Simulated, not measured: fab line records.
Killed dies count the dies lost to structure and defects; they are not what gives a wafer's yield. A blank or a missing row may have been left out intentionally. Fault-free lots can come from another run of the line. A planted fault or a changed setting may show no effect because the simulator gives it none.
fab line records    flow nandHarc
record: lots: 14  wafers: 42  lastDay: 24
route steps=1159 shown A_STAIRCASE@710 A_SGD_CUT@747 END@1159
lots untouched by any fault: they come from a run of this same line in which no faults occurred
startH: start of the lot's first displayed wafer, in hours after the record's first day    waitH: time in hours since the lot's previous step    " identical to the entry in the row above    L1.1+2: a row that stands for several wafers    - no value present, or no start provided    * or withheld: withheld    < > ~ a bound
route shown NAME@n: a module of which the file shows steps, and the number in the route of the first    usual: the fault-free wafers' mean and standard deviation    same: alike in all rows    chamber/n: place in a boat    sites: each site's reading    _std_site: the standard deviation of these    _edge_site: inner sites' mean taken away from outer sites' mean    radiusMm: how far each site lies from the wafer's centre    mask NAME#n: copy n    behind: the tool/chamber that last shaped the wafer    hold: why the lot was held/for how many hours/how that ended    device: which transistor (n, p or np) failed to switch    end of line: the same wafers' tests at the end of the route    a step without rows: its recipe alone    killed: at the first sort, the dies lost to defects and structure; wafer yield is something else    map: a wafer's dies, marking killed ones x, the rest . and places with no die _
set.NAME: setting as actually run; set.NAME@STEP: the setting as run at that earlier step    model.NAME: the simulator's own value behind a step, which no gauge read
a sample of lots followed through the steps of the route, with each step as a table and each wafer as a row
services: when a tool's chamber went out of use (startH, in hours from the record's first day, below 0 if earlier), for how many hours, and the reason
== steps ==
step: NHARC_A_STAIRCASE_DEP_322
recipe: targetThkA: 38000  tempC: 400  targetThkNm: 3800  teosFlowSccm: 200  rfW: 500  material: SiO2
usual: heaterPowerW: 660/94  rfFwdPowerW: 499.9/1.4
lot.wafer  tool      chamber  startH  waitH  heaterPowerW  rfFwdPowerW
L182.3     pecvd-01  0        274.54  0.4    822           502.1
L182.5     "         2        "       "      579           499.5
L182.6     "         0        "       "      742           501.9
L183.2     pecvd-04  1        289.08  0.2    801           500.4
L183.3     "         2        "       "      852           497.0
L183.5     "         2        "       "      692           497.5
L184.2     pecvd-03  1        295.40  0.3    672           498.3
L184.6     "         2        "       "      499           498.5
L184.5     "         1        "       "      663           496.9
L187.1     pecvd-03  2        317.33  0.1    547           502.1
L187.6     "         2        "       "      492           500.8
L187.4     "         1        "       "      629           500.1
L188.2     pecvd-01  1        334.61  0.2    685           500.0
L188.4     "         1        "       "      579           501.7
L188.5     "         2        "       "      589           500.2
L190.2     pecvd-04  1        340.51  0.1    812           500.3
L190.3     "         0        "       "      759           500.4
L190.4     "         1        "       "      656           499.9
L193.3     pecvd-04  2        360.81  0.3    819           499.1
L193.1     "         0        "       "      768           499.8
L193.6     "         0        "       "      641           500.6
L195.1     pecvd-03  0        360.95  0.5    620           498.1
L195.3     "         1        "       "      751           500.1
L195.5     "         1        "       "      598           500.0
L194.3     pecvd-04  0        371.88  0.2    802           501.6
L194.6     "         0        "       "      630           501.6
L194.5     "         1        "       "      643           499.2
L198.1     pecvd-03  2        377.74  0.1    594           500.7
L198.6     "         2        "       "      501           500.4
L198.4     "         1        "       "      626           501.5
L197.2     pecvd-01  2        381.39  0.3    728           499.4
L197.4     "         1        "       "      570           501.3
L197.5     "         2        "       "      586           498.0
L201.1     pecvd-03  0        387.91  0.1    622           497.4
L201.4     "         0        "       "      602           499.7
L201.5     "         2        "       "      506           500.8
L199.2     pecvd-04  2        390.97  0.1    838           498.9
L199.1     "         0        "       "      804           500.5
L199.3     "         1        "       "      721           501.5
L205.1     pecvd-03  1        409.61  0.3    693           500.8
L205.2     "         0        "       "      717           501.6
L205.5     "         0        "       "      583           503.0
step: NHARC_A_STAIRCASE_CMP_472
recipe: material: SiO2
usual: motorCurrentA: 12.5/1  retainingRingPressureFrac: 1.000/0.0059
lot.wafer  tool    chamber  startH  waitH  motorCurrentA  retainingRingPressureFrac
L182.3     cmp-04  0        296.44  0.3    11.2           0.991
L182.6     "       2        "       "      12.6           0.996
L182.5     "       3        "       "      14.7           0.992
L183.3     cmp-04  0        310.91  0.2    11.0           0.998
L183.2     "       1        "       "      11.7           1.009
L183.5     "       3        "       "      13.7           0.996
L184.2     cmp-02  3        315.01  0.2    13.2           0.997
L184.6     "       2        "       "      11.1           0.994
L184.5     "       3        "       "      14.4           0.998
L187.1     cmp-02  2        336.71  0.2    11.5           1.003
L187.4     "       1        "       "      13.8           1.007
L187.6     "       2        "       "      11.4           1.001
L188.4     cmp-04  3        359.79  0.2    14.1           0.993
L188.2     "       0        "       "      10.7           0.993
L188.5     "       1        "       "      12.1           1.009
L190.4     cmp-04  2        362.12  0.1    12.2           0.995
L190.2     "       0        "       "      10.8           0.995
L190.3     "       1        "       "      11.9           1.002
L195.3     cmp-03  1        380.53  0.2    13.8           1.001
L195.1     "       2        "       "      12.3           0.996
L195.5     "       2        "       "      12.5           0.993
L193.1     cmp-04  0        380.93  0.2    11.8           1.010
L193.3     "       1        "       "      11.9           0.996
L193.6     "       0        "       "      11.5           1.002
L194.3     cmp-04  1        395.32  0.3    11.2           1.004
L194.6     "       3        "       "      13.8           1.000
L194.5     "       0        "       "      11.1           0.992
L198.4     cmp-02  2        395.44  0.1    11.6           0.997
L198.1     "       3        "       "      13.4           1.000
L198.6     "       3        "       "      13.0           1.000
L197.4     cmp-03  2        404.92  0.2    13.2           0.995
L197.2     "       1        "       "      14.8           1.000
L197.5     "       2        "       "      12.6           1.000
L201.4     cmp-02  1        408.84  0.2    12.8           1.000
L201.1     "       2        "       "      12.1           1.003
L201.5     "       1        "       "      12.4           1.002
L199.3     cmp-02  3        415.57  0.2    13.5           0.997
L199.1     "       0        "       "      12.6           0.998
L199.2     "       1        "       "      12.8           1.002
L205.1     cmp-02  3        436.85  0.2    13.1           0.998
L205.2     "       1        "       "      13.7           1.003
L205.5     "       3        "       "      12.8           1.009
step: NHARC_A_SGD_CUT_DEP_00
recipe: targetThkA: 500  tempC: 400  targetThkNm: 50  flowSccm: 200  rfW: 450  material: SiNx
usual: heaterPowerW: 696/79  rfFwdPowerW: 448.3/1.4
lot.wafer  tool      chamber  startH  waitH  heaterPowerW  rfFwdPowerW
L182.3     pecvd-03  1        296.80  0.1    836           448.7
L182.6     "         1        "       "      816           447.7
L182.5     "         0        "       "      744           449.5
L183.3     pecvd-04  2        311.27  0.1    861           449.3
L183.2     "         0        "       "      785           448.0
L183.5     "         1        "       "      687           448.8
L184.2     pecvd-02  0        315.40  0.1    674           448.5
L184.6     "         0        "       "      673           448.2
L184.5     "         1        "       "      636           450.9
L187.1     pecvd-04  1        337.12  0.1    657           450.6
L187.4     "         2        "       "      832           448.0
L187.6     "         0        "       "      775           445.3
L188.2     pecvd-03  0        360.18  0.1    717           448.7
L188.5     "         2        "       "      615           448.4
L188.4     "         0        "       "      717           448.4
L190.2     pecvd-02  1        362.54  0.1    599           449.1
L190.3     "         1        "       "      608           449.8
L190.4     "         2        "       "      755           449.7
L195.3     pecvd-02  0        380.94  0.1    622           449.5
L195.1     "         2        "       "      729           446.7
L195.5     "         2        "       "      750           447.1
L193.3     pecvd-02  1        381.37  0.1    637           448.6
L193.1     "         2        "       "      748           446.5
L193.6     "         1        "       "      654           446.4
L194.3     pecvd-03  2        395.71  0.1    661           449.2
L194.6     "         2        "       "      517           447.1
L194.5     "         0        "       "      708           449.6
L198.1     pecvd-02  1        395.91  0.1    663           448.3
L198.4     "         2        "       "      731           449.6
L198.6     "         1        "       "      663           450.2
L197.2     pecvd-02  2        405.39  0.1    759           447.1
L197.5     "         0        "       "      673           447.7
L197.4     "         1        "       "      641           521.1
L201.1     pecvd-02  2        409.24  0.1    698           448.7
L201.4     "         2        "       "      700           449.2
L201.5     "         1        "       "      650           521.2
L199.2     pecvd-04  1        415.97  0.1    775           448.3
L199.3     "         2        "       "      724           451.1
L199.1     "         0        "       "      782           448.3
L205.2     pecvd-03  1        437.23  0.1    703           449.3
L205.1     "         2        "       "      559           447.7
L205.5     "         2        "       "      551           449.1
step: NHARC_A_SGD_CUT_CD_MEAS_09
recipe: targetCdNm: 100  landingEnergyEv: 500
usual: cdNm: 100.2/0.49
lot.wafer  tool      chamber  startH  waitH  cdNm
L182.3     cdSem-01  0        297.53  -      100.7
L182.5     "         0        "       "      100.8
L182.6     "         0        "       "      101.3
L183.2     cdSem-02  0        311.88  -      100.6
L183.3     "         0        "       "      100.2
L183.5     "         0        "       "      100.2
L184.2     cdSem-02  0        316.00  -      100.3
L184.5     "         0        "       "      99.9
L184.6     "         0        "       "      100.7
L187.1     cdSem-03  0        337.83  -      100.9
L187.4     "         0        "       "      99.9
L187.6     "         0        "       "      100.8
L188.2     cdSem-02  0        360.88  -      100.2
L188.4     "         0        "       "      99.9
L188.5     "         0        "       "      100.2
L190.2     cdSem-03  0        363.35  -      100.2
L190.3     "         0        "       "      99.5
L190.4     "         0        "       "      100.0
L195.1     cdSem-02  0        381.66  -      100.1
L195.3     "         0        "       "      100.1
L195.5     "         0        "       "      99.5
L193.1     cdSem-01  0        382.09  -      100.0
L193.3     "         0        "       "      99.9
L193.6     "         0        "       "      100.3
L194.3     cdSem-02  0        396.41  -      100.0
L194.5     "         0        "       "      100.1
L194.6     "         0        "       "      100.1
L198.1     cdSem-03  0        396.57  -      100.0
L198.4     "         0        "       "      100.3
L198.6     "         0        "       "      99.7
L197.2     cdSem-02  0        405.93  -      100.4
L197.4     "         0        "       "      100.7
L197.5     "         0        "       "      100.7
L201.1     cdSem-02  0        409.83  -      100.6
L201.4     "         0        "       "      100.9
L201.5     "         0        "       "      100.6
L199.1     cdSem-03  0        416.57  -      100.5
L199.2     "         0        "       "      99.9
L199.3     "         0        "       "      100.2
L205.1     cdSem-02  0        438.00  -      101.0
L205.2     "         0        "       "      100.4
L205.5     "         0        "       "      100.6
step: NHARC_END_SORT_01
recipe: tempC: 25
usual: killedAtArray: 28/8.9  killedAtOther: 0.8/1.2  killedAtPeriphery: 3.3/2.3  killedDies: 32/9.4  killedOpen: 3.2/1.8  killedShort: 1.9/1.4
same: grossDies: 677
lot.wafer  tool       chamber  startH  waitH  killedAtArray  killedAtOther  killedAtPeriphery  killedDies  killedOpen  killedShort
L187.1     prober-01  0        477.08  2.5    20             0              1                  21          1           1
L187.4     prober-01  0        479.45  3.4    16             1              2                  19          1           2
L187.6     prober-01  0        481.03  4.0    20             0              2                  22          2           2
L188.2     prober-02  0        503.40  2.8    31             0              4                  35          4           0
L188.4     prober-02  0        505.02  3.4    48             0              1                  49          3           1
L188.5     prober-02  0        505.83  3.7    38             0              2                  40          3           2
L190.2     prober-02  0        511.23  2.8    28             0              7                  35          5           3
L190.3     prober-02  0        512.03  3.1    33             0              4                  37          6           1
L190.4     prober-02  0        512.83  3.4    37             0              4                  41          3           4
L195.1     prober-02  0        518.27  2.5    32             1              2                  35          6           2
L195.3     prober-02  0        519.85  3.1    26             3              1                  30          3           2
L195.5     prober-02  0        521.44  3.7    35             1              1                  37          2           3
L193.1     prober-01  0        525.25  2.5    32             0              1                  33          2           4
L193.3     prober-01  0        526.85  3.1    20             0              2                  22          2           1
L193.6     prober-01  0        529.24  4.0    26             2              1                  29          6           1
L197.2     prober-02  0        546.08  2.8    37             0              8                  45          7           2
L197.4     prober-02  0        547.68  3.4    21             0              1                  22          0           0
L197.5     prober-02  0        548.48  3.7    45             0              2                  47          3           1
L199.1     prober-02  0        556.73  2.5    28             0              10                 38          1           2
L199.2     prober-02  0        557.53  2.8    35             0              2                  37          5           0
L199.3     prober-02  0        558.34  3.1    32             0              4                  36          3           0
L205.1     prober-01  0        567.48  2.5    26             0              3                  29          5           0
L205.2     prober-01  0        568.28  2.8    30             0              2                  32          4           1
L205.5     prober-01  0        570.66  3.7    29             0              2                  31          1           5
killed by level:class
L187.1 A_CHANNEL_HOLE_D1:chamberFilmFlake=6 A_SLIT:chamberFilmFlake=6 A_CONTACT:chamberFilmFlake=5 A_CONTACT:geometricParticle:open=1 A_M1:geometricParticle:short=1 P_ZERO_WELL:chamberFilmFlake=1 A_STAIRCASE:chamberFilmFlake=1
L187.4 A_SLIT:chamberFilmFlake=10 A_CONTACT:chamberFilmFlake=2 A_BLC:geometricParticle:open=1 A_BONDPAD:geometricParticle:short=1 P_ZERO_WELL:chamberFilmFlake=1 P_GATE:chamberFilmFlake=1 STARTING-WAFER:geometricParticle:short=1 A_ZERO_WELL:chamberFilmFlake=1
L187.6 A_SLIT:chamberFilmFlake=8 A_CONTACT:chamberFilmFlake=3 P_ZERO_WELL:chamberFilmFlake=2 A_CHANNEL_HOLE_D1:chamberFilmFlake=2 A_ONON_D1:geometricParticle:short=1 A_CHANNEL_HOLE_D1:geometricParticle:open=1 A_WL_FILL:geometricParticle:short=1 A_M0:geometricParticle:open=1
L188.2 A_SLIT:chamberFilmFlake=13 A_CHANNEL_HOLE_D1:chamberFilmFlake=12 A_CONTACT:geometricParticle:open=2 A_STAIRCASE:chamberFilmFlake=2 P_M0:geometricParticle:open=1 A_WL_FILL:geometricParticle:open=1 P_ZERO_WELL:chamberFilmFlake=1 P_GATE:chamberFilmFlake=1
L188.4 A_CHANNEL_HOLE_D1:chamberFilmFlake=21 A_SLIT:chamberFilmFlake=14 A_STAIRCASE:chamberFilmFlake=3 A_CONTACT:chamberFilmFlake=3 A_WL_FILL:chamberFilmFlake=2 A_SOURCE_PLATE:geometricParticle:open=1 A_SGD_CUT:geometricParticle:open=1 A_WL_FILL:geometricParticle:open=1
L188.5 A_CHANNEL_HOLE_D1:chamberFilmFlake=18 A_SLIT:chamberFilmFlake=11 A_CONTACT:chamberFilmFlake=3 P_M0:geometricParticle:open=2 A_WL_FILL:geometricParticle:short=2 A_CONTACT:geometricParticle:open=1 A_ZERO_WELL:chamberFilmFlake=1 A_CHANNEL_FILL_D1:chamberFilmFlake=1
L190.2 A_SLIT:chamberFilmFlake=13 A_CHANNEL_HOLE_D1:chamberFilmFlake=7 A_CONTACT:chamberFilmFlake=4 P_M0:geometricParticle:open=2 P_GATE:geometricParticle:open=1 P_GATE:geometricParticle:short=1 P_M0:geometricParticle:short=1 A_SGD_CUT:geometricParticle:open=1
L190.3 A_SLIT:chamberFilmFlake=11 A_CHANNEL_HOLE_D1:chamberFilmFlake=10 A_CONTACT:chamberFilmFlake=3 P_ZERO_WELL:chamberFilmFlake=2 A_ZERO_WELL:chamberFilmFlake=2 P_M0:geometricParticle:open=1 A_ONON_D1:geometricParticle:open=1 A_WL_FILL:geometricParticle:open=1
L190.4 A_SLIT:chamberFilmFlake=13 A_CHANNEL_HOLE_D1:chamberFilmFlake=9 A_STAIRCASE:chamberFilmFlake=5 A_ZERO_WELL:chamberFilmFlake=3 A_CHANNEL_FILL_D1:geometricParticle:short=2 P_GATE:chamberFilmFlake=2 A_ONON_D1:geometricParticle:open=1 A_CHANNEL_FILL_D1:geometricParticle:open=1
L195.1 A_CHANNEL_HOLE_D1:chamberFilmFlake=18 A_CONTACT:chamberFilmFlake=4 A_CONTACT:geometricParticle:open=2 A_STAIRCASE:chamberFilmFlake=2 P_M0:geometricParticle:open=1 A_ONON_D1:geometricParticle:short=1 A_CHANNEL_FILL_D1:geometricParticle:short=1 A_STAIRCASE:geometricParticle:open=1
L195.3 A_CHANNEL_HOLE_D1:chamberFilmFlake=13 A_CONTACT:chamberFilmFlake=4 A_STAIRCASE:chamberFilmFlake=3 THIN_TSV:chamberFilmFlake=3 A_WL_FILL:chamberFilmFlake=2 P_M0:geometricParticle:short=1 A_SOURCE_PLATE:geometricParticle:short=1 A_WL_FILL:geometricParticle:open=1
L195.5 A_CHANNEL_HOLE_D1:chamberFilmFlake=18 A_CONTACT:chamberFilmFlake=6 A_STAIRCASE:chamberFilmFlake=5 A_CHANNEL_FILL_D1:geometricParticle:short=2 A_ONON_D1:geometricParticle:short=1 A_CHANNEL_FILL_D1:geometricParticle:open=1 A_M0:geometricParticle:open=1 P_ZERO_WELL:chamberFilmFlake=1
L193.1 A_SLIT:chamberFilmFlake=15 A_STAIRCASE:chamberFilmFlake=5 A_CONTACT:chamberFilmFlake=4 A_CHANNEL_HOLE_D1:chamberFilmFlake=3 A_CHANNEL_HOLE_D1:geometricParticle:open=2 P_M0:geometricParticle:short=1 A_ONON_D1:geometricParticle:short=1 A_CHANNEL_FILL_D1:geometricParticle:short=1
L193.3 A_SLIT:chamberFilmFlake=10 A_CHANNEL_HOLE_D1:chamberFilmFlake=4 A_STAIRCASE:chamberFilmFlake=4 P_GATE:geometricParticle:open=1 P_M0:geometricParticle:short=1 A_CONTACT:geometricParticle:open=1 A_WL_FILL:chamberFilmFlake=1
L193.6 A_SLIT:chamberFilmFlake=13 A_CHANNEL_HOLE_D1:chamberFilmFlake=4 A_CHANNEL_FILL_D1:geometricParticle:open=3 A_CONTACT:chamberFilmFlake=2 P_GATE:geometricParticle:open=1 A_CHANNEL_FILL_D1:geometricParticle:short=1 A_CONTACT:geometricParticle:open=1 A_M0:geometricParticle:open=1
L197.2 A_SLIT:chamberFilmFlake=16 A_STAIRCASE:chamberFilmFlake=6 A_CONTACT:chamberFilmFlake=6 P_M1:chamberFilmFlake=3 P_CONTACT:geometricParticle:open=2 A_CONTACT:geometricParticle:open=2 P_ZERO_WELL:chamberFilmFlake=2 A_SOURCE_PLATE:geometricParticle:short=1
L197.4 A_SLIT:chamberFilmFlake=11 A_CONTACT:chamberFilmFlake=6 A_CHANNEL_HOLE_D1:chamberFilmFlake=2 P_ZERO_WELL:chamberFilmFlake=1 A_CHANNEL_FILL_D1:chamberFilmFlake=1 A_STAIRCASE:chamberFilmFlake=1
L197.5 A_SLIT:chamberFilmFlake=22 A_CHANNEL_HOLE_D1:chamberFilmFlake=7 A_CONTACT:chamberFilmFlake=6 A_STAIRCASE:chamberFilmFlake=5 A_SOURCE_PLATE:geometricParticle:open=1 A_SOURCE_PLATE:geometricParticle:short=1 A_WL_FILL:geometricParticle:open=1 A_M0:geometricParticle:open=1
L199.1 A_CHANNEL_HOLE_D1:chamberFilmFlake=20 P_GATE:chamberFilmFlake=6 A_CONTACT:chamberFilmFlake=5 A_STAIRCASE:chamberFilmFlake=2 P_CONTACT:geometricParticle:short=1 P_M0:geometricParticle:short=1 A_CONTACT:geometricParticle:open=1 P_M1:chamberFilmFlake=1
L199.2 A_CHANNEL_HOLE_D1:chamberFilmFlake=17 A_CONTACT:chamberFilmFlake=9 A_STAIRCASE:chamberFilmFlake=4 A_M0:geometricParticle:open=2 P_M1:chamberFilmFlake=2 A_CHANNEL_HOLE_D1:geometricParticle:open=1 A_CHANNEL_FILL_D1:geometricParticle:open=1 A_SGD_CUT:geometricParticle:open=1
L199.3 A_CHANNEL_HOLE_D1:chamberFilmFlake=15 A_CONTACT:chamberFilmFlake=11 P_M1:chamberFilmFlake=2 A_STAIRCASE:chamberFilmFlake=2 P_GATE:geometricParticle:open=1 A_BLC:geometricParticle:open=1 A_M0:geometricParticle:open=1 P_ZERO_WELL:chamberFilmFlake=1
L205.1 A_SLIT:chamberFilmFlake=14 A_CHANNEL_HOLE_D1:chamberFilmFlake=6 A_CONTACT:geometricParticle:open=2 P_GATE:geometricParticle:open=1 A_ONON_D1:geometricParticle:open=1 A_CHANNEL_FILL_D1:geometricParticle:open=1 P_GATE:chamberFilmFlake=1 P_BONDPAD:chamberFilmFlake=1
L205.2 A_SLIT:chamberFilmFlake=18 A_CHANNEL_HOLE_D1:chamberFilmFlake=3 A_CONTACT:geometricParticle:open=2 A_CHANNEL_FILL_D1:chamberFilmFlake=2 A_WL_FILL:geometricParticle:open=1 A_BLC:geometricParticle:short=1 A_M0:geometricParticle:open=1 P_GATE:chamberFilmFlake=1
L205.5 A_SLIT:chamberFilmFlake=16 A_CHANNEL_HOLE_D1:chamberFilmFlake=4 A_CONTACT:chamberFilmFlake=3 P_STI:geometricParticle:short=1 A_ONON_D1:geometricParticle:short=1 A_ONON_D1:geometricParticle:open=1 A_CHANNEL_FILL_D1:geometricParticle:short=1 A_CONTACT:geometricParticle:short=1
== services ==
tool      chamber  startH  hours  kind
cmp-03    -        254.09  4.0    pm
cmp-04    -        282.33  2.3    repair
pecvd-02  -        283.94  0.8    repair
pecvd-03  -        300.46  13.0   pm
pecvd-03  0        300.46  13.0   ventCycle
cmp-04    -        301.16  4.0    pm
cmp-04    -        309.15  1.1    repair
cmp-02    -        311.00  0.5    repair
cmp-03    -        316.62  0.7    repair
cmp-02    -        324.50  4.0    pm
pecvd-02  -        334.97  13.0   pm
cmp-03    -        352.09  4.0    pm
pecvd-02  0        354.86  18.9   repair
cmp-03    -        356.86  2.2    repair
pecvd-03  -        362.39  0.9    repair
cmp-03    -        365.61  2.2    repair
pecvd-04  -        376.82  13.0   pm
cmp-02    -        388.52  1.0    repair
cmp-04    -        399.25  4.0    pm
cmp-03    -        408.06  3.0    repair
pecvd-01  -        418.00  13.0   pm
cmp-02    -        422.50  4.0    pm
cmp-04    -        430.30  1.9    repair
cmp-04    -        435.33  8.0    repair
== key ==
firstSign: step: NHARC_A_SGD_CUT_DEP_00  reading: rfFwdPowerW  direction: up  sigmas: 53  usual: *  struck: *
effect none on later readings
metAt NHARC_A_SGD_CUT_DEP_00
struckLots L197,L201
struckWafers L197.4,L201.5
testerLeftOut L197,L201
notActingAt NHARC_A_STAIRCASE_DEP_322,NHARC_A_STAIRCASE_CMP_472,NHARC_A_SGD_CUT_CD_MEAS_09
onsetBetween 395.91 405.39
fault: kind: processParameterDrift  tool: pecvd-02  chamber: 1  onsetH: 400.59  steps: NHARC_A_SGD_CUT_DEP_00  channel: rfW  offset: *  shape: step  endH: 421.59  actsIn: *  stated: *
testerLeftOut: of these lots the tester's yield and bins aren't shown, on N5 and GAA mostly nor the transistor test; their killed dies are dies lost to structure and defects alone, not to doping, threshold or leakage, so they don't give the yield
